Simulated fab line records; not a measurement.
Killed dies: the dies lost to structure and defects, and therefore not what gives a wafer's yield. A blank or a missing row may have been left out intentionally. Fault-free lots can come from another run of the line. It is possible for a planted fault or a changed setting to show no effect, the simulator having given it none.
Matching of chambers / flow n5 finfet / N5_BEOL_M6_STRIP_67 on rie diel-01: 4 sister chambers
The step strips in CF4. 4 wafers are shown with their chamber, then 8 later ones without.

== WAFERS, EACH WITH ITS CHAMBER ==
wafer=L086.1; chamber=0; showerhead plenum p Torr (Torr)=1.73
wafer=L089.2; chamber=3; showerhead plenum p Torr (Torr)=1.73
wafer=L089.4; chamber=2; showerhead plenum p Torr (Torr)=1.76
wafer=L094.1; chamber=1; showerhead plenum p Torr (Torr)=1.76

== WAFERS MISSING THEIR CHAMBER ==
wafer=L094.4; showerhead plenum p Torr (Torr)=1.73
wafer=L094.6; showerhead plenum p Torr (Torr)=1.73
wafer=L095.2; showerhead plenum p Torr (Torr)=1.76
wafer=L095.3; showerhead plenum p Torr (Torr)=1.72
wafer=L095.6; showerhead plenum p Torr (Torr)=1.76
wafer=L093.3; showerhead plenum p Torr (Torr)=1.76
wafer=L093.4; showerhead plenum p Torr (Torr)=1.76
wafer=L093.6; showerhead plenum p Torr (Torr)=1.76

== CHAMBER TAKEN BY EACH ==
wafer=L094.4; from the rows above=can't be placed: 0 or 3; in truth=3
wafer=L094.6; from the rows above=can't be placed: 0 or 3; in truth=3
wafer=L095.2; from the rows above=can't be placed: 1 or 2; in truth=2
wafer=L095.3; from the rows above=can't be placed: 0 or 3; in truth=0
wafer=L095.6; from the rows above=can't be placed: 1 or 2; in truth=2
wafer=L093.3; from the rows above=can't be placed: 1 or 2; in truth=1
wafer=L093.4; from the rows above=can't be placed: 1 or 2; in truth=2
wafer=L093.6; from the rows above=can't be placed: 1 or 2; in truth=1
Correct placement for 0 of the 8. From these rows, 8 cannot be placed; in 8 the true chamber is one of the candidates. Placed wrongly: 0.
How it was worked out, from the rows above alone: a wafer's distance from a chamber is the root of the sum, over the readings, of the square of ((its reading less the chamber's mean) divided by the reading's scatter). The wafer belongs to the nearest chamber; if the next one is less than 2 further off, it can't be placed. Each chamber's mean is taken over the wafers shown for it. The scatter (one wafer shown for each chamber): square how far every hidden wafer sits from the nearest shown wafer, average those squares and take the square root.
